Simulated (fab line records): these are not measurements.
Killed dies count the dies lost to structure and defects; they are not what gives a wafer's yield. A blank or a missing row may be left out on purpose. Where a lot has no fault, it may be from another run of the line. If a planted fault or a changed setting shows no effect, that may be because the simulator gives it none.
Split-lot trial || flow n5 finfet || on a route of 1938 steps: 7 lots, 21 wafers read

== ON THE SPLIT ==
At N5_BEOL_M4_TRENCH_ETCH_37 (etches SiOC in C4F6/O2, target depth 55.555 nm, time 29.2 s), the setting time s was moved away from the recipe's 29.2 s on 3 of the 21 wafers read, by -18.5% to +7.1%. The other wafers ran this setting at the recipe's value.

== FROM THE SPLIT TO THE READING: what the file shows between them, 7 steps ==
- N5_BEOL_M4_ETCH_41: etches SiCN in CH3F/O2, target depth 29.9 nm, time 52.5 s
- N5_BEOL_M4_STRIP_97: strips in N2/H2, time 10 s
- N5_BEOL_M4_OCD_MEAS_38
- N5_BEOL_M4_HM_STRIP_39: strips TiN in peroxide tin strip, target depth 25 nm, time 158 s
- N5_BEOL_M4_SRD_40: time 30 s
- N5_BEOL_M4_PRE_CLEAN_56: time 15 s
- N5_BEOL_M4_DEP_57: deposits SiCN from 3MS/NH3, target thk 8 nm, time 14 s

== THE READING ==
M4_RS in ohm/sq, measured at N5_BEOL_M4_RS_MEAS_58 by four-point-probe. Fault-free wafers of this fab line usually give 0.67 ohm/sq, standard deviation 0.038 ohm/sq.

{"wafer": "L085.2", "tool, chamber at the split": "rie diel-03, 2", "time s as run, s": 29.2, "against the recipe": "recipe", "M4_RS, ohm/sq": 0.65, "against lot-mates on the recipe": "-"}
{"wafer": "L085.4", "tool, chamber at the split": "rie diel-03, 0", "time s as run, s": 29.2, "against the recipe": "recipe", "M4_RS, ohm/sq": 0.66, "against lot-mates on the recipe": "-"}
{"wafer": "L085.6", "tool, chamber at the split": "rie diel-03, 1", "time s as run, s": 29.2, "against the recipe": "recipe", "M4_RS, ohm/sq": 0.69, "against lot-mates on the recipe": "-"}
{"wafer": "L090.2", "tool, chamber at the split": "rie diel-05, 2", "time s as run, s": 23.8, "against the recipe": "-18.5%", "M4_RS, ohm/sq": 0.97, "against lot-mates on the recipe": "+0.33"}
{"wafer": "L090.3", "tool, chamber at the split": "rie diel-05, 1", "time s as run, s": 29.2, "against the recipe": "recipe", "M4_RS, ohm/sq": 0.64, "against lot-mates on the recipe": "-"}
{"wafer": "L090.5", "tool, chamber at the split": "rie diel-05, 1", "time s as run, s": 23.8, "against the recipe": "-18.5%", "M4_RS, ohm/sq": 0.90, "against lot-mates on the recipe": "+0.26"}
{"wafer": "L091.1", "tool, chamber at the split": "rie diel-05, 0", "time s as run, s": 29.2, "against the recipe": "recipe", "M4_RS, ohm/sq": 0.67, "against lot-mates on the recipe": "-"}
{"wafer": "L091.3", "tool, chamber at the split": "rie diel-05, 3", "time s as run, s": 29.2, "against the recipe": "recipe", "M4_RS, ohm/sq": 0.74, "against lot-mates on the recipe": "-"}
{"wafer": "L091.6", "tool, chamber at the split": "rie diel-05, 1", "time s as run, s": 29.2, "against the recipe": "recipe", "M4_RS, ohm/sq": 0.64, "against lot-mates on the recipe": "-"}
{"wafer": "L092.1", "tool, chamber at the split": "rie diel-03, 3", "time s as run, s": 29.2, "against the recipe": "recipe", "M4_RS, ohm/sq": 0.62, "against lot-mates on the recipe": "-"}
{"wafer": "L092.5", "tool, chamber at the split": "rie diel-03, 0", "time s as run, s": 29.2, "against the recipe": "recipe", "M4_RS, ohm/sq": 0.65, "against lot-mates on the recipe": "-"}
{"wafer": "L092.6", "tool, chamber at the split": "rie diel-03, 3", "time s as run, s": 29.2, "against the recipe": "recipe", "M4_RS, ohm/sq": 0.68, "against lot-mates on the recipe": "-"}
{"wafer": "L094.2", "tool, chamber at the split": "rie diel-05, 0", "time s as run, s": 29.2, "against the recipe": "recipe", "M4_RS, ohm/sq": 0.68, "against lot-mates on the recipe": "-"}
{"wafer": "L094.3", "tool, chamber at the split": "rie diel-05, 1", "time s as run, s": 31.28, "against the recipe": "+7.1%", "M4_RS, ohm/sq": 0.62, "against lot-mates on the recipe": -0.04}
{"wafer": "L094.5", "tool, chamber at the split": "rie diel-05, 1", "time s as run, s": 29.2, "against the recipe": "recipe", "M4_RS, ohm/sq": 0.64, "against lot-mates on the recipe": "-"}
{"wafer": "L095.1", "tool, chamber at the split": "rie diel-03, 1", "time s as run, s": 29.2, "against the recipe": "recipe", "M4_RS, ohm/sq": 0.63, "against lot-mates on the recipe": "-"}
{"wafer": "L095.2", "tool, chamber at the split": "rie diel-03, 3", "time s as run, s": 29.2, "against the recipe": "recipe", "M4_RS, ohm/sq": 0.68, "against lot-mates on the recipe": "-"}
{"wafer": "L095.5", "tool, chamber at the split": "rie diel-03, 2", "time s as run, s": 29.2, "against the recipe": "recipe", "M4_RS, ohm/sq": 0.62, "against lot-mates on the recipe": "-"}
{"wafer": "L096.2", "tool, chamber at the split": "rie diel-03, 0", "time s as run, s": 29.2, "against the recipe": "recipe", "M4_RS, ohm/sq": 0.72, "against lot-mates on the recipe": "-"}
{"wafer": "L096.5", "tool, chamber at the split": "rie diel-03, 0", "time s as run, s": 29.2, "against the recipe": "recipe", "M4_RS, ohm/sq": 0.69, "against lot-mates on the recipe": "-"}
{"wafer": "L096.6", "tool, chamber at the split": "rie diel-03, 2", "time s as run, s": 29.2, "against the recipe": "recipe", "M4_RS, ohm/sq": 0.65, "against lot-mates on the recipe": "-"}

FIT RESULTS
A straight line over all 21 wafers: M4_RS changes by -0.0139 ohm/sq for each +1% of time s; r = -0.92; the points scatter about the line by 0.036 ohm/sq.
The same after taking each lot's own level away (the mean of its wafers on the recipe; 21 wafers): -0.015 ohm/sq for each +1%; r = -0.94; scatter 0.033 ohm/sq.
On that fit, the largest move of time s shifts the reading by 0.28 ohm/sq.
From 0.640 to 0.687 ohm/sq: that is the span of the lots' own levels, equal to 1.2 times the standard deviation above.
Hence the lot-to-lot level has little effect on the slope; both slopes agree.
Check: +0.242 ohm/sq against its lot-mates is what the line predicts for one of the wafers moved furthest among these (-18.5%) when that wafer is left out of the fit. It came out at +0.33 ohm/sq against them.

== OTHER SPLITS ON THESE WAFERS ==
These wafers also went through other splits before the reading. Each is held against what the fit with the lots' levels taken away leaves over:
{"other split on the same wafers": "N5_HKMG_FIN_COAT_43 spin rpm", "wafers away from the commonest value": 9, "r with M4_RS (lot level and that fit taken away)": "+0.06"}
{"other split on the same wafers": "N5_MOL_CONTACT_COAG_PECVD_31 temp c", "wafers away from the commonest value": 7, "r with M4_RS (lot level and that fit taken away)": "+0.06"}
{"other split on the same wafers": "N5_BEOL_M0_SAQP_PECVD_04 time s", "wafers away from the commonest value": 7, "r with M4_RS (lot level and that fit taken away)": -0.09}
{"other split on the same wafers": "N5_BEOL_M0_SAQP_COAT_34 spin rpm", "wafers away from the commonest value": 8, "r with M4_RS (lot level and that fit taken away)": "+0.11"}
{"other split on the same wafers": "N5_BEOL_M0_ETCH_128 source w", "wafers away from the commonest value": 8, "r with M4_RS (lot level and that fit taken away)": "+0.00"}
{"other split on the same wafers": "N5_BEOL_M0_ETCH_109 bias w", "wafers away from the commonest value": 10, "r with M4_RS (lot level and that fit taken away)": -0.29}
{"other split on the same wafers": "N5_BEOL_M2_ALD_98 ald cycles", "wafers away from the commonest value": 8, "r with M4_RS (lot level and that fit taken away)": "+0.03"}
{"other split on the same wafers": "N5_BEOL_M3_ILD_DEP_00 time s", "wafers away from the commonest value": 6, "r with M4_RS (lot level and that fit taken away)": -0.21}
{"other split on the same wafers": "N5_BEOL_M3_PECVD_72 time s", "wafers away from the commonest value": 5, "r with M4_RS (lot level and that fit taken away)": -0.33}

== THE WHOLE CHAIN: every reading that the file lists as answering this split, in the file's order ==
{"step": "N5_BEOL_M4_TRENCH_ETCH_37", "what it does": "etches SiOC in C4F6/O2, target depth 55.555 nm, time 29.2 s", "reading": "etch.depth nm (the simulator's own value, which no gauge read)", "change (the file's fit)": "+0.608 nm for each +1% of the setting", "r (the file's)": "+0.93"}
{"step": "N5_BEOL_M4_TRENCH_ETCH_37", "what it does": "etches SiOC in C4F6/O2, target depth 55.555 nm, time 29.2 s", "reading": "BEOL_M4.feature depth nm (the simulator's own value, which no gauge read)", "change (the file's fit)": "+0.61 nm for each +1% of the setting", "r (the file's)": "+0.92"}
{"step": "N5_BEOL_M4_OCD_MEAS_38", "what it does": "", "reading": "trench depth nm", "change (the file's fit)": "+0.605 nm for each +1% of the setting", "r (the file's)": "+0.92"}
{"step": "N5_BEOL_M4_RS_MEAS_58", "what it does": "measures by four-point-probe", "reading": "M4_RS", "change (the file's fit)": "-0.0145 for each +1% of the setting", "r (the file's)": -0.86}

== FILE'S OWN FIT ==
M4_RS changes by -0.0145 ohm/sq for each +1% of time s, r = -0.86.
